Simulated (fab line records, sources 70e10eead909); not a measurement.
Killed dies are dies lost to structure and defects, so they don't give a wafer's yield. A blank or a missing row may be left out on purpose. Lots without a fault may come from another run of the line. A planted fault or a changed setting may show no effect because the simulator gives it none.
fab line records | flow nand_harc
record lots=4 wafers=12 last_day=27
route steps=1302 shown A_ONON_D2@555 A_CHANNEL_HOLE_D2@570 END@1302
lots that met no fault: from a run of the same line without faults
start_h: hours from the record's first day to the start of the lot's first wafer shown | wait_h: hours since the lot's step before | " the same as in the row above | L1.1+2: a row that stands for several wafers | - no value, or no start given | * or withheld: withheld | < > ~ a bound
route shown NAME@n: a module of which the file shows steps, and the number in the route of the first | usual: mean/standard deviation of fault-free wafers | same: alike in all rows | chamber/n: place in a boat | sites: the reading at each site | _std_site: their standard deviation | _edge_site: outer sites' mean less inner sites' | radius_mm: how far each site lies from the wafer's centre | mask NAME#n: copy n | behind: the tool/chamber that last shaped the wafer | hold: why the lot was held/for how many hours/how that ended | device: the transistor (n, p or np) that didn't switch | end of line: the same wafers' tests at the end of the route | a step without rows: its recipe alone | killed: dies lost to structure and defects at the first sort, not the wafer's yield | map: a wafer's dies, x killed, . not, _ none there
set.NAME: the setting as run; set.NAME@STEP: as run at that earlier step | model.NAME: the simulator's own value behind a step, which no gauge read
lots at some steps of the route; a table a step, a row a wafer
services: from which hour (start_h, from the record's first day; less than 0 if before it) a tool's chamber was out of use, for how many hours, and why
## steps
# step NHARC_A_ONON_D2_ANNEAL_15
# recipe temp_c=750 time_s=3600
# step NHARC_A_ONON_D2_DEP_16
# recipe target_thk_a=10000 n2_flow_sccm=2750 n2o_flow_sccm=2000 nh3_flow_sccm=500 sih4_flow_sccm=210 temp_c=400
# step NHARC_A_ONON_D2_DEP_19
# recipe target_thk_a=10000 n2_flow_sccm=2750 n2o_flow_sccm=2000 nh3_flow_sccm=500 sih4_flow_sccm=210 temp_c=400
# step NHARC_A_ONON_D2_DEP_22
# recipe target_thk_a=10000 n2_flow_sccm=2750 n2o_flow_sccm=2000 nh3_flow_sccm=500 sih4_flow_sccm=210 temp_c=400
# step NHARC_A_ONON_D2_DEP_25
# recipe target_thk_a=10000 n2_flow_sccm=2750 n2o_flow_sccm=2000 nh3_flow_sccm=500 sih4_flow_sccm=210 temp_c=400
# step NHARC_A_ONON_D2_DEP_28
# recipe target_thk_a=10000 n2_flow_sccm=2750 n2o_flow_sccm=2000 nh3_flow_sccm=500 sih4_flow_sccm=210 temp_c=400
# step NHARC_A_ONON_D2_DEP_33
# recipe target_thk_a=2000 temp_c=400 pressure_torr=6.5 rf_w=900 teos_flow_sccm=161.4 flow_sccm=2650 target_thk_nm=200 gas=O2 material=SiO2
# usual heater_power_w=557/89 throttle_valve_pct=15.9/0.56
# columns lot.wafer tool chamber start_h wait_h heater_power_w throttle_valve_pct
L300.1 pecvd-03 2 288.79 0.1 638 15.4
L300.6 " 1 " " 600 15.2
L300.5 " 2 " " 612 15.5
L301.3 pecvd-04 0 294.71 0.1 602 15.7
L301.6 " 1 " " 570 15.8
L301.4 " 2 " " 559 16.7
L306.1 pecvd-03 0 351.01 0.1 447 16.4
L306.2 " 1 " " 563 15.4
L306.5 " 2 " " 607 15.7
L308.1 pecvd-03 2 364.01 0.1 548 15.5
L308.5 " 1 " " 596 15.2
L308.6 " 0 " " 496 16.3
# step NHARC_A_CHANNEL_HOLE_D2_DEP_00
# recipe target_thk_a=31000 temp_c=400 material=aC
# step NHARC_A_CHANNEL_HOLE_D2_DEP_01
# recipe target_thk_a=1400 target_thk_nm=140 temp_c=400 pressure_torr=3.5 flow_sccm=200 rf_w=350 material=SiON
# step NHARC_A_CHANNEL_HOLE_D2_DEHYDRATE_02
# recipe temp_c=150 time_s=120
# step NHARC_A_CHANNEL_HOLE_D2_HMDS_03
# recipe time_s=30
# step NHARC_A_CHANNEL_HOLE_D2_COAT_36
# recipe temp_c=260 time_s=75
# step NHARC_A_CHANNEL_HOLE_D2_COAT_37
# recipe temp_c=225 time_s=65
# step NHARC_A_CHANNEL_HOLE_D2_COAT_04
# recipe spin_rpm=1500 resist_thk_nm=90
# step NHARC_A_CHANNEL_HOLE_D2_SOFTBAKE_05
# recipe temp_c=105 time_s=55
# step NHARC_A_CHANNEL_HOLE_D2_EBR_06
# step NHARC_A_CHANNEL_HOLE_D2_EXPOSE_07
# recipe na=1.35 target_cd_nm=100 sigma_outer=0.3 dose_mj=59.65 mask_id=HOLE_D2
# step NHARC_A_CHANNEL_HOLE_D2_PEB_08
# recipe peb_temp_c=100 peb_time_s=65
# step NHARC_A_CHANNEL_HOLE_D2_DEVELOP_09
# recipe develop_time_s=35 dev_temp_c=23
# step NHARC_A_CHANNEL_HOLE_D2_DESCUM_15
# recipe time_s=3 o2_flow_sccm=200 ar_flow_sccm=0 bias_power_w=0 chemistry=O2
# step NHARC_A_CHANNEL_HOLE_D2_ETCH_38
# recipe target_depth_a=390 over_etch_frac=0.3 time_s=65 ion_energy_ev=80 cf4_flow_sccm=150 ar_flow_sccm=0 rf_w=300 bias_w=100 chemistry=CF4
# step NHARC_A_CHANNEL_HOLE_D2_ETCH_39
# recipe target_depth_a=2600 over_etch_frac=0.3 time_s=325 ion_energy_ev=200 n2_flow_sccm=150 h2_flow_sccm=150 ar_flow_sccm=0 rf_w=400 bias_w=150 chemistry=N2/H2
# step NHARC_A_CHANNEL_HOLE_D2_ETCH_34
# recipe target_depth_a=1540 time_s=77 cf4_flow_sccm=100 chf3_flow_sccm=30 ar_flow_sccm=0 rf_w=500 bias_w=200 chemistry=CF4/CHF3
# step NHARC_A_CHANNEL_HOLE_D2_ETCH_16
# recipe target_depth_a=31000 over_etch_frac=0.3 time_s=806 ion_energy_ev=150 o2_flow_sccm=400 cos_flow_sccm=20 ar_flow_sccm=0 rf_w=500 bias_w=300 chemistry=O2/COS
# step NHARC_A_CHANNEL_HOLE_D2_ETCH_19
# recipe bias_v=1200 source_w=2500 pressure_mtorr=15 time_s=34.5 ar_flow_sccm=375 c4f8_flow_sccm=28.8 o2_flow_sccm=96.2 temp_c=-20 target_depth_a=* chemistry=C4F8/O2/Ar
# step NHARC_A_CHANNEL_HOLE_D2_ETCH_20
# recipe bias_v=3000 source_w=withheld pressure_mtorr=20 time_s=361.9 ar_flow_sccm=375 c4f8_flow_sccm=89.3 o2_flow_sccm=35.7 temp_c=-20 target_depth_a=16000 chemistry=C4F8/O2/Ar
# step NHARC_A_CHANNEL_HOLE_D2_ETCH_21
# recipe bias_v=3000 source_w=withheld pressure_mtorr=20 time_s=514.3 ar_flow_sccm=375 c4f8_flow_sccm=89.3 o2_flow_sccm=35.7 temp_c=-20 target_depth_a=16000 chemistry=C4F8/O2/Ar
# step NHARC_A_CHANNEL_HOLE_D2_ETCH_22
# recipe bias_v=3000 source_w=withheld pressure_mtorr=20 time_s=666.7 ar_flow_sccm=375 c4f8_flow_sccm=89.3 o2_flow_sccm=35.7 temp_c=-20 target_depth_a=16000 chemistry=C4F8/O2/Ar
# step NHARC_A_CHANNEL_HOLE_D2_ETCH_23
# recipe bias_v=5000 source_w=withheld pressure_mtorr=20 time_s=819 ar_flow_sccm=375 c4f8_flow_sccm=89.3 o2_flow_sccm=35.7 temp_c=-20 target_depth_a=16000 chemistry=C4F8/O2/Ar
# step NHARC_END_SORT_01
# recipe temp_c=25
# usual killed_at_array=53/18 killed_at_other=1.0/1.2 killed_at_periphery=3.6/2.4 killed_dies=58/18 killed_open=3.4/1.8 killed_short=2.3/1.5
# same gross_dies=677
# columns lot.wafer tool chamber start_h wait_h killed_at_array killed_at_other killed_at_periphery killed_dies killed_open killed_short
L306.1 prober-01 0 643.86 2.5 120 1 2 123 5 2
L306.2 prober-01 0 644.66 2.8 144 1 2 147 4 2
L306.5 prober-01 0 647.06 3.7 101 0 4 105 3 4
L308.1 prober-02 0 643.87 2.5 119 0 2 121 2 2
L308.5 prober-02 0 647.04 3.7 102 1 3 106 4 4
L308.6 prober-02 0 647.84 4.0 93 1 2 96 3 1
# killed by level:class
L306.1 A_ONON_D2:unspecified=48 A_CHANNEL_HOLE_D1:chamber_film_flake=37 A_SLIT:chamber_film_flake=15 A_CHANNEL_HOLE_D2:chamber_film_flake=6 A_CONTACT:chamber_film_flake=4 A_ONON_D1:geometric_particle:open=3 A_STAIRCASE:chamber_film_flake=2 P_M0:geometric_particle:open=1
L308.1 A_ONON_D2:unspecified=62 A_CHANNEL_HOLE_D2:chamber_film_flake=35 A_CHANNEL_HOLE_D1:chamber_film_flake=6 A_DECK1_JOINT:chamber_film_flake=4 A_CONTACT:chamber_film_flake=4 A_WL_FILL:chamber_film_flake=3 P_M1:geometric_particle:short=1 A_CHANNEL_FILL_D2:geometric_particle:open=1
L306.2 A_ONON_D2:unspecified=77 A_CHANNEL_HOLE_D1:chamber_film_flake=30 A_SLIT:chamber_film_flake=21 A_CONTACT:chamber_film_flake=5 A_CHANNEL_FILL_D1:chamber_film_flake=2 A_CHANNEL_HOLE_D2:chamber_film_flake=2 A_DECK1_JOINT:geometric_particle:open=1 P_M2:geometric_particle:open=1
L308.5 A_ONON_D2:unspecified=66 A_CHANNEL_HOLE_D2:chamber_film_flake=18 A_CONTACT:chamber_film_flake=3 P_GATE:chamber_film_flake=2 A_STAIRCASE:chamber_film_flake=2 P_BONDPAD:geometric_particle:open=1 A_CHANNEL_HOLE_D1:geometric_particle:open=1 A_CHANNEL_HOLE_D1:geometric_particle:short=1
L306.5 A_ONON_D2:unspecified=52 A_CHANNEL_HOLE_D1:chamber_film_flake=14 A_CONTACT:chamber_film_flake=12 A_SLIT:chamber_film_flake=10 A_CHANNEL_HOLE_D2:chamber_film_flake=5 P_M0:geometric_particle:short=2 A_STAIRCASE:chamber_film_flake=2 P_M0:geometric_particle:open=1
L308.6 A_ONON_D2:unspecified=42 A_CHANNEL_HOLE_D2:chamber_film_flake=33 A_CHANNEL_HOLE_D1:chamber_film_flake=4 A_SLIT:chamber_film_flake=3 A_STAIRCASE:chamber_film_flake=3 A_CONTACT:chamber_film_flake=3 A_WL_FILL:chamber_film_flake=2 A_CHANNEL_HOLE_D1:geometric_particle:open=1
# map L306.2 (x killed, . not)
____________.____________
_________x...xxx_________
_______.....xxxxxx_______
______.......xxxx..______
_____.....x..xxx.x.._____
____...x.x..x.xxxx...____
____.........xxxx....____
___.........x.x.x.....___
___........x..x.......___
__...............x.....__
__.....................__
_...........x..........._
_......................._
_......................._
_......................._
_............x.....x...._
.......x............x....
.........xxxx............
...x...xxxxxxxx.........x
.......xxxxxxx...........
.......xxxxxxxx..........
_......xxxxxxxx........._
_..x....xxxxxx.........._
_xx...xxxxxxxxx........._
_xx.x..xxxxxxx.........._
_xxx.x.xxxxxxx........x._
__xxxx..xxxxxx.......x.__
__xxx.x..xxxx..........__
___.x.................___
___xx.x.x............x___
____xx...............____
____.................____
_____..............._____
______.........x...______
_______.........x._______
_________......._________
____________.____________
# map L308.1 (x killed, . not)
____________x____________
_________xxxxxxx_________
_______.xxxxxxx..._______
______x..xxxxxxxx..______
_____...xxxxxxxxx..._____
____....xxxxxxxx.....____
____....xxxxxxxx....x____
___.x.....xxxxxx.x....___
___.......xxxx......x.___
__.......x..xx.......x.__
__.........x.........x.__
_......................._
_.....................x._
_......................._
_......................._
_............x......x..._
..........x.xxx..........
...........xx.xxx........
...........xxxxx.........
..........x..x.x.........
..........xxx.x..........
_......x..x.xxx........._
_...........xxxx........_
_......x...xx..........._
_.............x.x......._
_...........x.x........._
__x..........x.........__
__....................x__
___..x..............x.___
___...................___
____...............xx____
____............x..x.____
_____............xx._____
______...........x.______
_______..........._______
_________......._________
____________.____________
## services
# columns tool chamber start_h hours kind
pecvd-04 - 269.00 13.0 pm
pecvd-04 0 269.00 13.0 vent_cycle
pecvd-04 1 269.00 13.0 vent_cycle
pecvd-04 2 269.00 13.0 vent_cycle
pecvd-04 0 282.00 - clean
pecvd-04 1 282.00 - clean
pecvd-04 2 282.00 - clean
pecvd-03 2 283.93 3.2 repair
pecvd-03 0 328.59 10.6 repair
## key
first_sign step=NHARC_END_SORT_01 reading=killed_at_array direction=up sigmas=3.4 usual=53 struck=113
effect step=NHARC_END_SORT_01 reading=killed_dies direction=up sigmas=3.2 usual=58 struck=116
more_kills_born_at NHARC_A_ONON_D2_DEP_33@pecvd-03=347
met_at NHARC_A_ONON_D2_DEP_33
struck_wafers L306.1,L306.2,L306.5,L308.1,L308.5,L308.6
tester_left_out L306,L308
onset_between 288.79 351.01
also_fits time
fault kind=chamber_particle_source tool=pecvd-03 chamber=- onset_h=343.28 steps=NHARC_A_ONON_D2_DEP_33 rate_per_visit_cm2=0.48825 end_h=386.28
# tester_left_out: of these lots the tester's yield and bins aren't shown, on N5 and GAA mostly nor the transistor test; their killed dies are dies lost to structure and defects alone, not to doping, threshold or leakage, so they don't give the yield
